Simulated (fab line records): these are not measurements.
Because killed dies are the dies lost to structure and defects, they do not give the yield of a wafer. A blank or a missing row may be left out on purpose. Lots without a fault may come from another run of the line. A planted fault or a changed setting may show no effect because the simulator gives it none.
Matching of chambers    flow nand-harc    rie-diel-11 running NHARC_A_WL_FILL_STRIP_29: 4 sister chambers
The step strips in O2, time 20 s. 18 wafers are shown with their chamber, then 9 later ones without.

WAFERS WITH THEIR CHAMBER
wafer   chamber  showerhead-plenum-p-Torr (Torr)  drypump-motor-current-A (A)  oes-product-au (a.u.)
L077.3  0        3.48                             5.8                          0.996
L077.4  1        3.31                             5.5                          1.004
L077.5  3        3.58                             5.0                          0.985
L081.1  1        3.31                             5.5                          1.003
L081.2  2        3.65                             5.5                          1.003
L081.5  2        3.66                             5.6                          0.996
L084.1  3        3.57                             5.1                          0.980
L084.4  2        3.65                             5.6                          1.019
L084.5  0        3.48                             5.8                          0.997
L086.1  3        3.58                             5.1                          0.978
L086.2  1        3.31                             5.5                          1.011
L086.4  0        3.48                             5.7                          1.009
L088.2  1        3.31                             5.5                          1.020
L088.4  0        3.48                             5.8                          1.007
L088.6  2        3.65                             5.6                          1.006
L092.1  1        3.31                             5.5                          1.003
L092.3  0        3.48                             5.8                          1.008
L092.5  1        3.31                             5.5                          1.004

SIGNATURES (means of the wafers above)
reading                   chamber 0  chamber 1  chamber 2  chamber 3  scatter within a chamber
showerhead-plenum-p-Torr  3.4800     3.3100     3.6525     3.5767     0.00318
drypump-motor-current-A   5.780      5.500      5.575      5.067      0.0398
oes-product-au            1.00340    1.00750    1.00600    0.98100    0.00706
Rule: for a wafer and a chamber, the distance is found by dividing, reading by reading, the gap between the wafer's reading and the chamber's mean by the reading's scatter, squaring, summing and taking the root. If the next closest chamber is less than 2 further off than the closest, the wafer can't be placed; otherwise it belongs to the closest. The scatter is the square root of a quotient: the sum, over the shown wafers, of each reading's squared deviation from its chamber's mean, divided by wafers minus chambers.

WAFERS MISSING THEIR CHAMBER
wafer   showerhead-plenum-p-Torr (Torr)  drypump-motor-current-A (A)  oes-product-au (a.u.)
L094.3  3.57                             5.1                          0.995
L094.4  3.31                             5.5                          1.013
L094.6  3.31                             5.5                          1.007
L097.1  3.31                             5.5                          1.012
L097.2  3.57                             5.0                          0.988
L097.6  3.65                             5.6                          1.006
L096.1  3.65                             5.6                          1.005
L096.4  3.57                             5.1                          0.995
L096.6  3.31                             5.5                          1.017

WHICH CHAMBER EACH WENT THROUGH
wafer   from the rows above  in truth
L094.3  3                    3
L094.4  1                    1
L094.6  1                    1
L097.1  1                    1
L097.2  3                    3
L097.6  2                    2
L096.1  2                    2
L096.4  3                    3
L096.6  1                    1
Correct placement for 9 of the 9. Not placeable from these rows: 0. Placed wrongly: 0.
